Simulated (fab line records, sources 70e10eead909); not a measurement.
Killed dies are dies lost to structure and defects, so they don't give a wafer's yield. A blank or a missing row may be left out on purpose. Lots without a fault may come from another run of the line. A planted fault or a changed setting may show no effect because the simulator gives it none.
A struck lot beside a sound one | flow nand_harc | 14 steps out of a route of 1302
Sound: wafers L720.1, L720.2, L720.5. Struck: wafers L731.3, L731.4, L731.5. The cause comes at the end.
At each step with rows: each side's tool, then ch and its chambers, then its first start. Under that, the readings that differ: sound wafers | struck wafers | difference of the means | sigmas: that difference in standard deviations of wafers without a fault.
alike: readings whose means differ by less than 2 such deviations, and words and numbers that are the same on both sides. not compared: withheld readings, readings that some wafer has no value for, bounds like >300 that may hide the same value, and numbers for which the record gives no deviation and whose values overlap.
The two part at a step that has a row with sigmas, a row that says differs or no value, or rows on one side only. Numbers that don't overlap but have no deviation are shown without sigmas and don't part them. A reading that every wafer of one side lacks parts them only if that side has two wafers or more.

first, 1 step without rows for these wafers: NHARC_A_CONTACT_STRIP_27 (strips in post etch residue remover, time 600 s).
NHARC_A_CONTACT_ALD_18: deposits TiN, target thk 3 nm, pulse time 1 s, ald cycles 150.
  sound on ald_metal-02 ch 0,1, day 23 01:31; struck on ald_metal-04 ch 0,2,3, day 27 08:52
  alike: heater_power_outer_w, heater_power_w, precursor_pulse_height_rel
NHARC_A_CONTACT_CVD_19: deposits W, target thk 300 nm, time 802 s.
  sound on cvd_w-02 ch 0,1; struck on cvd_w-01 ch 0,1
  alike: heater_power_outer_w, heater_power_w, throttle_valve_pct
NHARC_A_CONTACT_CMP_20: polishes, t overpolish 30 s, target thk 300 nm.
  sound on cmp-04 ch 0,2,3, day 23 02:38; struck on cmp-02 ch 1,2,3, day 27 09:56
  alike: motor_current_A, overpolish_run_s, slurry_flow_ml_min, time_to_endpoint_s
then, 1 step without rows for these wafers: NHARC_A_CONTACT_SRD_22.
NHARC_A_CONTACT_INSPECT_23:
  sound on defect_inspect-02, day 23 03:00; struck on defect_inspect-02, day 27 10:20
  alike: raw_defect_count
then, 5 steps without rows for these wafers: NHARC_A_BLC_DEHYDRATE_00 (time 120 s); NHARC_A_BLC_HMDS_01 (time 30 s); NHARC_A_BLC_COAT_02 (time 75 s); NHARC_A_BLC_COAT_03 (time 65 s); NHARC_A_BLC_COAT_04 (resist thk 90 nm).
NHARC_A_BLC_SOFTBAKE_05: time 55 s.
  sound on litho_track-01 ch 0, day 23 03:00; struck on litho_track-01 ch 0, day 27 10:00
  reading                  | sound                | struck               | difference                    | sigmas
  heater_power_total_W (W) | 188.63 188.40 188.36 | 236.22 236.28 235.96 | +47.69                        | +99 or more
  plate_temp_C (C)         | 105.17 105.11 105.08 | - - -                | no value on the struck wafers |
  alike: exhaust_pa
then, 1 step without rows for these wafers: NHARC_A_BLC_EBR_06.
NHARC_END_SORT_01:
  sound on prober-02 ch 0, day 24 22:01; struck on prober-01 ch 0, day 29 06:57
  alike: killed_at_array, killed_at_other, killed_at_periphery, killed_dies, killed_open, killed_short

WHERE THEY PART
Only at NHARC_A_BLC_SOFTBAKE_05, within this record. Later steps at which nothing parts them and some readings are alike: NHARC_END_SORT_01.

WHY: what the simulator had put in
Process parameter drift: litho_track-01, from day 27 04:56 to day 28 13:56, at NHARC_A_BLC_SOFTBAKE_05. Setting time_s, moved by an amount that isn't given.
